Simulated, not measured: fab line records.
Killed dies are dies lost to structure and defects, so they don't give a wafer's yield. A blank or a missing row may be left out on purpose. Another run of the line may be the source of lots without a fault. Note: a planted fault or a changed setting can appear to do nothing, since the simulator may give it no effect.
Which of the tools did it? :: flow n5_finfet :: 27 wafers from 9 lots sampled at 7 of the route's 1938 steps

== WHAT THE GAUGES SHOWED, per wafer ==
N5_BEOL_M2_THK_MEAS_53: measures by xrf. Usual: M2_THK typically reads 39.0 nm, with standard deviation 1.2.
lot: L101
measured: day 8 02:50
on: film_metro-01
M2_THK (nm): 38.3 37.8 38.8
flag: 

lot: L104
measured: day 8 23:20
on: film_metro-02
M2_THK (nm): 38.5 39.1 38.1
flag: 

lot: L107
measured: day 9 18:25
on: film_metro-01
M2_THK (nm): 39.5 151.1 40.9
flag: OFF

lot: L106
measured: day 10 00:04
on: film_metro-01
M2_THK (nm): 142.8 148.4 38.2
flag: OFF

lot: L110
measured: day 10 12:48
on: film_metro-02
M2_THK (nm): 41.1 41.8 40.1
flag: 

lot: L111
measured: day 10 18:39
on: film_metro-02
M2_THK (nm): 39.7 39.2 39.4
flag: 

lot: L112
measured: day 10 21:56
on: film_metro-02
M2_THK (nm): 39.5 38.0 39.8
flag: 

lot: L113
measured: day 11 14:52
on: film_metro-02
M2_THK (nm): 40.5 41.2 39.6
flag: 

lot: L118
measured: day 13 02:58
on: film_metro-02
M2_THK (nm): 37.3 39.6 39.2
flag: 

N5_BEOL_M2_INSPECT_59: inspects for defects (darkfield). Usual: raw_defect_count 67, standard deviation 20.
lot: L101
measured: day 8 03:08
on: defect_inspect-01
raw_defect_count: 57 84 50
flag: 

lot: L104
measured: day 8 23:38
on: defect_inspect-01
raw_defect_count: 57 60 67
flag: 

lot: L107
measured: day 9 18:43
on: defect_inspect-02
raw_defect_count: 44 5827 74
flag: OFF

lot: L106
measured: day 10 00:22
on: defect_inspect-01
raw_defect_count: 5718 5936 51
flag: OFF

lot: L110
measured: day 10 13:05
on: defect_inspect-01
raw_defect_count: 105 103 95
flag: 

lot: L111
measured: day 10 18:56
on: defect_inspect-02
raw_defect_count: 56 68 62
flag: 

lot: L112
measured: day 10 22:16
on: defect_inspect-01
raw_defect_count: 45 99 31
flag: 

lot: L113
measured: day 11 15:10
on: defect_inspect-02
raw_defect_count: 58 54 110
flag: 

lot: L118
measured: day 13 03:14
on: defect_inspect-02
raw_defect_count: 69 76 48
flag: 

N5_BEOL_M4_RC_MEAS_101. Usual: DIBL_N 36.4 mV/V, standard deviation 1.2; DIBL_P 36.1 mV/V, standard deviation 1.6; IOFF_N 0.156 nA/um, standard deviation 0.024; IOFF_P 0.21 nA/um, standard deviation 0.031; ION_N 674 uA/um, standard deviation 11; ION_P 463 uA/um, standard deviation 6.9; SS_N 71.5 mV/dec, standard deviation 0.5; SS_P 73.2 mV/dec, standard deviation 0.55; VT_N 250.0 mV, standard deviation 2.9; VT_P -250 mV, standard deviation 3.6.
lot: L101
measured: day 8 23:57
on: prober-01
DIBL_N (mV/V): 36.8 38.0 37.1
DIBL_P (mV/V): 35.8 36.4 36.3
IOFF_N (nA/um): 0.182 0.195 0.185
IOFF_P (nA/um): 0.28 0.28 0.29
ION_N (uA/um): 676 683 681
ION_P (uA/um): 470 467 471
SS_N (mV/dec): 71.2 72.1 71.8
SS_P (mV/dec): 73.6 74.5 73.5
VT_N (mV): 250.4 247.6 247.4
VT_P (mV): -245 -242 -243
flag: 

lot: L104
measured: day 10 06:21
on: prober-02
DIBL_N (mV/V): 39.1 37.1 38.8
DIBL_P (mV/V): 38.8 35.5 38.1
IOFF_N (nA/um): 0.219 0.158 0.207
IOFF_P (nA/um): 0.26 0.21 0.25
ION_N (uA/um): 698 676 698
ION_P (uA/um): 476 466 471
SS_N (mV/dec): 72.2 71.5 71.7
SS_P (mV/dec): 73.5 73.5 73.9
VT_N (mV): 243.5 249.8 244.3
VT_P (mV): -246 -249 -246
flag: 

lot: L107
measured: day 10 11:17
on: prober-01
DIBL_N (mV/V): 34.6 36.6
DIBL_P (mV/V): 32.7 35.1
IOFF_N (nA/um): 0.127 0.156
IOFF_P (nA/um): 0.18 0.21
ION_N (uA/um): 661 678
ION_P (uA/um): 454 460
SS_N (mV/dec): 71.4 71.4
SS_P (mV/dec): 72.3 73.0
VT_N (mV): 255.9 250.3
VT_P (mV): -252 -249
flag: 

lot: L106
measured: day 10 17:11
on: prober-02
DIBL_N (mV/V): 40.6
DIBL_P (mV/V): 41.5
IOFF_N (nA/um): 0.236
IOFF_P (nA/um): 0.31
ION_N (uA/um): 696
ION_P (uA/um): 477
SS_N (mV/dec): 72.6
SS_P (mV/dec): 73.8
VT_N (mV): 245.4
VT_P (mV): -242
flag: OFF

lot: L110
measured: day 11 12:38
on: prober-02
DIBL_N (mV/V): 37.7 35.5 35.6
DIBL_P (mV/V): 36.7 34.2 34.6
IOFF_N (nA/um): 0.170 0.130 0.140
IOFF_P (nA/um): 0.20 0.16 0.17
ION_N (uA/um): 672 667 671
ION_P (uA/um): 455 460 460
SS_N (mV/dec): 71.7 70.6 71.4
SS_P (mV/dec): 74.1 73.1 73.3
VT_N (mV): 250.4 253.5 252.1
VT_P (mV): -252 -256 -254
flag: 

lot: L111
measured: day 11 15:52
on: prober-01
DIBL_N (mV/V): 36.6 37.2 35.9
DIBL_P (mV/V): 34.7 35.6 34.3
IOFF_N (nA/um): 0.131 0.152 0.130
IOFF_P (nA/um): 0.19 0.19 0.17
ION_N (uA/um): 657 670 664
ION_P (uA/um): 461 458 460
SS_N (mV/dec): 71.2 71.5 71.3
SS_P (mV/dec): 73.2 73.2 73.3
VT_N (mV): 252.3 250.9 251.3
VT_P (mV): -251 -251 -252
flag: 

lot: L112
measured: day 11 17:59
on: prober-01
DIBL_N (mV/V): 35.7 35.9 36.2
DIBL_P (mV/V): 34.8 35.4 35.9
IOFF_N (nA/um): 0.138 0.143 0.145
IOFF_P (nA/um): 0.19 0.21 0.21
ION_N (uA/um): 668 668 669
ION_P (uA/um): 461 461 466
SS_N (mV/dec): 70.4 71.3 71.4
SS_P (mV/dec): 73.1 72.7 72.7
VT_N (mV): 249.6 248.5 249.6
VT_P (mV): -249 -250 -248
flag: 

lot: L113
measured: day 12 19:10
on: prober-01
DIBL_N (mV/V): 33.6 34.9 34.4
DIBL_P (mV/V): 34.5 36.2 35.3
IOFF_N (nA/um): 0.101 0.126 0.112
IOFF_P (nA/um): 0.16 0.18 0.17
ION_N (uA/um): 653 663 657
ION_P (uA/um): 455 460 457
SS_N (mV/dec): 70.5 71.2 70.8
SS_P (mV/dec): 73.0 72.9 72.4
VT_N (mV): 258.6 253.7 257.3
VT_P (mV): -256 -254 -256
flag: 

lot: L118
measured: day 14 02:44
on: prober-01
DIBL_N (mV/V): 35.8 35.0 35.1
DIBL_P (mV/V): 35.8 34.4 34.8
IOFF_N (nA/um): 0.156 0.141 0.140
IOFF_P (nA/um): 0.19 0.17 0.17
ION_N (uA/um): 678 674 681
ION_P (uA/um): 464 452 464
SS_N (mV/dec): 71.4 72.0 71.5
SS_P (mV/dec): 73.8 73.3 72.8
VT_N (mV): 248.1 251.6 248.5
VT_P (mV): -253 -255 -254
flag: 

== WHAT TOOL EACH LOT RAN ON (gives the tool, then ch and the chambers of the sampled wafers, and finally the start) ==
lot: L101
N5_BEOL_M2_ALD_84: ald_metal-04 ch 0,1,2, day 7 23:35
N5_BEOL_M2_ANNEAL_82: pvd_sputter-03, day 8 00:48
N5_BEOL_M2_ANNEAL_89: pvd_sputter-03, day 8 01:14
N5_BEOL_M2_CMP_52: cmp-02 ch 1,2,3, day 8 02:38

lot: L104
N5_BEOL_M2_ALD_84: ald_metal-02 ch 0,1,3, day 8 19:47
N5_BEOL_M2_ANNEAL_82: pvd_sputter-02, day 8 21:19
N5_BEOL_M2_ANNEAL_89: pvd_sputter-02, day 8 21:45
N5_BEOL_M2_CMP_52: cmp-02 ch 1,2,3, day 8 23:07

lot: L107
N5_BEOL_M2_ALD_84: ald_metal-04 ch 1,2,3, day 9 14:46
N5_BEOL_M2_ANNEAL_82: pvd_sputter-01, day 9 15:53
N5_BEOL_M2_ANNEAL_89: pvd_sputter-01, day 9 16:20
N5_BEOL_M2_CMP_52: cmp-02 ch 1,2, day 9 18:08

lot: L106
N5_BEOL_M2_ALD_84: ald_metal-01 ch 0,2,3, day 9 17:20
N5_BEOL_M2_ANNEAL_82: pvd_sputter-01, day 9 18:17
N5_BEOL_M2_ANNEAL_89: pvd_sputter-01, day 9 18:44
N5_BEOL_M2_CMP_52: cmp-02 ch 0,1,2, day 9 23:49

lot: L110
N5_BEOL_M2_ALD_84: ald_metal-04 ch 0,1, day 10 09:29
N5_BEOL_M2_ANNEAL_82: pvd_sputter-03, day 10 10:46
N5_BEOL_M2_ANNEAL_89: pvd_sputter-03, day 10 11:12
N5_BEOL_M2_CMP_52: cmp-03 ch 1,2,3, day 10 12:37

lot: L111
N5_BEOL_M2_ALD_84: ald_metal-04 ch 0,1,3, day 10 15:29
N5_BEOL_M2_ANNEAL_82: pvd_sputter-01, day 10 16:37
N5_BEOL_M2_ANNEAL_89: pvd_sputter-01, day 10 17:04
N5_BEOL_M2_CMP_52: cmp-03 ch 0,1,2, day 10 18:26

lot: L112
N5_BEOL_M2_ALD_84: ald_metal-01 ch 0,2, day 10 18:55
N5_BEOL_M2_ANNEAL_82: pvd_sputter-02, day 10 19:55
N5_BEOL_M2_ANNEAL_89: pvd_sputter-02, day 10 20:21
N5_BEOL_M2_CMP_52: cmp-04 ch 0,3, day 10 21:38

lot: L113
N5_BEOL_M2_ALD_84: ald_metal-01 ch 0,3, day 11 11:36
N5_BEOL_M2_ANNEAL_82: pvd_sputter-03, day 11 12:50
N5_BEOL_M2_ANNEAL_89: pvd_sputter-03, day 11 13:17
N5_BEOL_M2_CMP_52: cmp-04 ch 0,2,3, day 11 14:39

lot: L118
N5_BEOL_M2_ALD_84: ald_metal-04 ch 0,1, day 12 23:57
N5_BEOL_M2_ANNEAL_82: pvd_sputter-03, day 13 00:56
N5_BEOL_M2_ANNEAL_89: pvd_sputter-03, day 13 01:22
N5_BEOL_M2_CMP_52: cmp-02 ch 1,3, day 13 02:42
- N5_BEOL_M2_ALD_84: deposits TaN, pulse time 2 s, purge time 3 s, co reactant purge time 2 s.
- N5_BEOL_M2_ANNEAL_82: time 240 s.
- N5_BEOL_M2_ANNEAL_89: time 240 s.
- N5_BEOL_M2_CMP_52: polishes, stops on SiOC, t overpolish 6.8 s, target thk 40 nm.

== WHAT THE TOOLS THEMSELVES READ (means of the sampled wafers that have a number; where no wafer has one, the mark that the record gives instead) ==
N5_BEOL_M2_ALD_84. Usual: chamber_pressure_Torr 3.000 Torr, standard deviation 0.0069; heater_power_w 445 W, standard deviation 50; precursor_vessel_pressure_torr 26.25 Torr, standard deviation 0.057.
lot: L101
tool: ald_metal-04
chamber_pressure_Torr (Torr): 3.000
heater_power_w (W): 439
precursor_vessel_pressure_torr (Torr): 26.22
flag: 

lot: L104
tool: ald_metal-02
chamber_pressure_Torr (Torr): 2.998
heater_power_w (W): 419
precursor_vessel_pressure_torr (Torr): 26.22
flag: 

lot: L107
tool: ald_metal-04
chamber_pressure_Torr (Torr): 3.006
heater_power_w (W): 470
precursor_vessel_pressure_torr (Torr): 26.27
flag: 

lot: L106
tool: ald_metal-01
chamber_pressure_Torr (Torr): 3.007
heater_power_w (W): 408
precursor_vessel_pressure_torr (Torr): 26.31
flag: 

lot: L110
tool: ald_metal-04
chamber_pressure_Torr (Torr): 3.007
heater_power_w (W): 452
precursor_vessel_pressure_torr (Torr): 26.26
flag: 

lot: L111
tool: ald_metal-04
chamber_pressure_Torr (Torr): 3.000
heater_power_w (W): 477
precursor_vessel_pressure_torr (Torr): 26.30
flag: 

lot: L112
tool: ald_metal-01
chamber_pressure_Torr (Torr): 2.998
heater_power_w (W): 435
precursor_vessel_pressure_torr (Torr): 26.24
flag: 

lot: L113
tool: ald_metal-01
chamber_pressure_Torr (Torr): 3.004
heater_power_w (W): 411
precursor_vessel_pressure_torr (Torr): 26.24
flag: 

lot: L118
tool: ald_metal-04
chamber_pressure_Torr (Torr): 3.003
heater_power_w (W): 459
precursor_vessel_pressure_torr (Torr): 26.24
flag: 

N5_BEOL_M2_ANNEAL_82. Usual: heater_power_w 831 W, standard deviation 87.
lot: L101
tool: pvd_sputter-03
heater_power_w (W): 778
flag: 

lot: L104
tool: pvd_sputter-02
heater_power_w (W): 882
flag: 

lot: L107
tool: pvd_sputter-01
heater_power_w (W): 797
flag: 

lot: L106
tool: pvd_sputter-01
heater_power_w (W): 823
flag: 

lot: L110
tool: pvd_sputter-03
heater_power_w (W): 870
flag: 

lot: L111
tool: pvd_sputter-01
heater_power_w (W): 752
flag: 

lot: L112
tool: pvd_sputter-02
heater_power_w (W): 883
flag: 

lot: L113
tool: pvd_sputter-03
heater_power_w (W): 722
flag: 

lot: L118
tool: pvd_sputter-03
heater_power_w (W): 781
flag: 

N5_BEOL_M2_ANNEAL_89. Usual: heater_power_w 830 W, standard deviation 85.
lot: L101
tool: pvd_sputter-03
heater_power_w (W): 770
flag: 

lot: L104
tool: pvd_sputter-02
heater_power_w (W): 882
flag: 

lot: L107
tool: pvd_sputter-01
heater_power_w (W): 799
flag: 

lot: L106
tool: pvd_sputter-01
heater_power_w (W): 832
flag: 

lot: L110
tool: pvd_sputter-03
heater_power_w (W): 893
flag: 

lot: L111
tool: pvd_sputter-01
heater_power_w (W): 760
flag: 

lot: L112
tool: pvd_sputter-02
heater_power_w (W): 884
flag: 

lot: L113
tool: pvd_sputter-03
heater_power_w (W): 720
flag: 

lot: L118
tool: pvd_sputter-03
heater_power_w (W): 776
flag: 

N5_BEOL_M2_CMP_52. Usual: barrier_field_endpoint_s 24.5 s, standard deviation 0.54; edge_zone_pressure_frac 1.000, standard deviation 0.0057; head_pressure_psi 1.0001 psi, standard deviation 0.0023; motor_current_A 6.1 A, standard deviation 0.45; overpolish_run_s 6.799 s, standard deviation 0.0092; slurry_filter_dp_kPa 13.49 kPa, standard deviation 0.12; time_to_endpoint_s 61.5 s, standard deviation 2.3.
lot: L101
tool: cmp-02
barrier_field_endpoint_s (s): 24.1
edge_zone_pressure_frac: 1.005
head_pressure_psi (psi): 1.0011
motor_current_A (A): 6.6
overpolish_run_s (s): 6.801
slurry_filter_dp_kPa (kPa): 13.51
time_to_endpoint_s (s): 59.2
flag: 

lot: L104
tool: cmp-02
barrier_field_endpoint_s (s): 24.3
edge_zone_pressure_frac: 1.004
head_pressure_psi (psi): 1.0012
motor_current_A (A): 6.4
overpolish_run_s (s): 6.804
slurry_filter_dp_kPa (kPa): 13.43
time_to_endpoint_s (s): 59.2
flag: 

lot: L107
tool: cmp-02
barrier_field_endpoint_s (s): 29.8
edge_zone_pressure_frac: 0.998
head_pressure_psi (psi): 0.9985
motor_current_A (A): 6.6
overpolish_run_s (s): 4.542
slurry_filter_dp_kPa (kPa): 13.62
time_to_endpoint_s (s): 67.6
flag: OFF

lot: L106
tool: cmp-02
barrier_field_endpoint_s (s): 35.7
edge_zone_pressure_frac: 0.991
head_pressure_psi (psi): 1.0003
motor_current_A (A): 6.7
overpolish_run_s (s): 2.297
slurry_filter_dp_kPa (kPa): 13.46
time_to_endpoint_s (s): 74.3
flag: OFF

lot: L110
tool: cmp-03
barrier_field_endpoint_s (s): 25.0
edge_zone_pressure_frac: 0.997
head_pressure_psi (psi): 0.9989
motor_current_A (A): 5.3
overpolish_run_s (s): 6.799
slurry_filter_dp_kPa (kPa): 13.58
time_to_endpoint_s (s): 62.5
flag: 

lot: L111
tool: cmp-03
barrier_field_endpoint_s (s): 24.5
edge_zone_pressure_frac: 1.002
head_pressure_psi (psi): 1.0000
motor_current_A (A): 6.1
overpolish_run_s (s): 6.800
slurry_filter_dp_kPa (kPa): 13.39
time_to_endpoint_s (s): 63.8
flag: 

lot: L112
tool: cmp-04
barrier_field_endpoint_s (s): 24.7
edge_zone_pressure_frac: 1.003
head_pressure_psi (psi): 0.9984
motor_current_A (A): 6.0
overpolish_run_s (s): 6.795
slurry_filter_dp_kPa (kPa): 13.51
time_to_endpoint_s (s): 62.0
flag: 

lot: L113
tool: cmp-04
barrier_field_endpoint_s (s): 25.6
edge_zone_pressure_frac: 1.000
head_pressure_psi (psi): 0.9987
motor_current_A (A): 6.0
overpolish_run_s (s): 6.808
slurry_filter_dp_kPa (kPa): 13.42
time_to_endpoint_s (s): 63.8
flag: 

lot: L118
tool: cmp-02
barrier_field_endpoint_s (s): 24.0
edge_zone_pressure_frac: 1.000
head_pressure_psi (psi): 1.0002
motor_current_A (A): 6.2
overpolish_run_s (s): 6.791
slurry_filter_dp_kPa (kPa): 13.50
time_to_endpoint_s (s): 61.3
flag: 

== THE ANSWER, worked out from the rows above alone ==
Rule: lot off if the mean of its wafers having a number is beyond 3 standard deviations from the usual mean. A lot without any number at a reading at which 4 lots or more have one is off too. All remaining lots with rows at the step are treated as sound. After the gauges, taken in route order, come the tools' own readings; for these a lot's mean is taken, as printed above. The first step at which some lot is off is used, and at that step the reading that is off furthest; a lot without a number counts as furthest.
Off: L107, L106, at N5_BEOL_M2_THK_MEAS_53 (M2_THK).
If a tool, at a process step before that reading, ran all the lots that are off and no sound lot after the first of them, it fits. Not tried: the gauges at N5_BEOL_M2_THK_MEAS_53; whatever is off there is also off at N5_BEOL_M2_INSPECT_59, on other tools, and gauge error can't account for it. None of those tried fits.

== WHAT THE SIMULATOR HAD INSERTED ==
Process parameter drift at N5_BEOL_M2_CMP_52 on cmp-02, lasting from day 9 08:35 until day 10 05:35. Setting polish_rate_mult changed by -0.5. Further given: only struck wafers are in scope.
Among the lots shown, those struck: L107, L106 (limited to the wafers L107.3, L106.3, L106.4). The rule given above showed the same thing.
